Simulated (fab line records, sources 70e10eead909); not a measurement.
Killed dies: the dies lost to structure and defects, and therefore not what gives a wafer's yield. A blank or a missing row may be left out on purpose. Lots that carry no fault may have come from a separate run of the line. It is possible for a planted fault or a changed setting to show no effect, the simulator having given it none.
Chamber matching / flow nand harc / 3 sister chambers for NHARC_A_M1_PRE_CLEAN_32 on pecvd-02
The step time 12 s. 20 wafers are shown with their chamber, then 10 later ones without.

## EACH WAFER AND ITS CHAMBER
wafer=L075.2; chamber=2; heater power w (W)=607
wafer=L075.3; chamber=0; heater power w (W)=661
wafer=L075.6; chamber=2; heater power w (W)=606
wafer=L076.1; chamber=2; heater power w (W)=611
wafer=L076.2; chamber=0; heater power w (W)=586
wafer=L076.3; chamber=1; heater power w (W)=730
wafer=L077.1; chamber=2; heater power w (W)=645
wafer=L077.4; chamber=2; heater power w (W)=663
wafer=L077.5; chamber=1; heater power w (W)=747
wafer=L079.1; chamber=0; heater power w (W)=669
wafer=L079.2; chamber=2; heater power w (W)=593
wafer=L079.4; chamber=1; heater power w (W)=639
wafer=L080.1; chamber=0; heater power w (W)=586
wafer=L080.2; chamber=2; heater power w (W)=659
wafer=L080.6; chamber=2; heater power w (W)=665
wafer=L083.3; chamber=1; heater power w (W)=640
wafer=L083.5; chamber=0; heater power w (W)=679
wafer=L083.6; chamber=1; heater power w (W)=643
wafer=L084.2; chamber=0; heater power w (W)=615
wafer=L084.5; chamber=2; heater power w (W)=601

SIGNATURES, as means of the wafers listed above
reading=heater power w; chamber 0=632.67; chamber 1=679.80; chamber 2=627.78; scatter within a chamber=40.3
Rule: a wafer lies at a distance from a chamber equal to the root of the sum of squares, over the readings, of (its reading less the chamber's mean, divided by the reading's scatter). If the next closest chamber is less than 2 further off than the closest, the wafer can't be placed; otherwise it belongs to the closest. How the scatter is found: for the shown wafers, subtract from each reading the mean of its chamber, square and add these, divide the total by (wafers less chambers), then take the root.

## WAFERS WITH NO CHAMBER GIVEN
wafer=L084.6; heater power w (W)=731
wafer=L085.3; heater power w (W)=697
wafer=L085.4; heater power w (W)=666
wafer=L085.5; heater power w (W)=673
wafer=L086.1; heater power w (W)=619
wafer=L086.3; heater power w (W)=576
wafer=L086.6; heater power w (W)=585
wafer=L096.1; heater power w (W)=716
wafer=L096.2; heater power w (W)=577
wafer=L096.5; heater power w (W)=575

## CHAMBER TAKEN BY EACH
wafer=L084.6; from the rows above=can't be placed: 1 or 0 or 2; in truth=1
wafer=L085.3; from the rows above=can't be placed: 1 or 0 or 2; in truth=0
wafer=L085.4; from the rows above=can't be placed: 1 or 0 or 2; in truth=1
wafer=L085.5; from the rows above=can't be placed: 1 or 0 or 2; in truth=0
wafer=L086.1; from the rows above=can't be placed: 2 or 0 or 1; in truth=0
wafer=L086.3; from the rows above=can't be placed: 2 or 0 or 1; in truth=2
wafer=L086.6; from the rows above=can't be placed: 2 or 0 or 1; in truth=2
wafer=L096.1; from the rows above=can't be placed: 1 or 0 or 2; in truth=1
wafer=L096.2; from the rows above=can't be placed: 2 or 0 or 1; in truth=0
wafer=L096.5; from the rows above=can't be placed: 2 or 0 or 1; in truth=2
Correctly placed: 0 of 10. Unplaceable from these rows: 10, with the true chamber sitting among the candidates in 10. Number placed wrongly: 0.
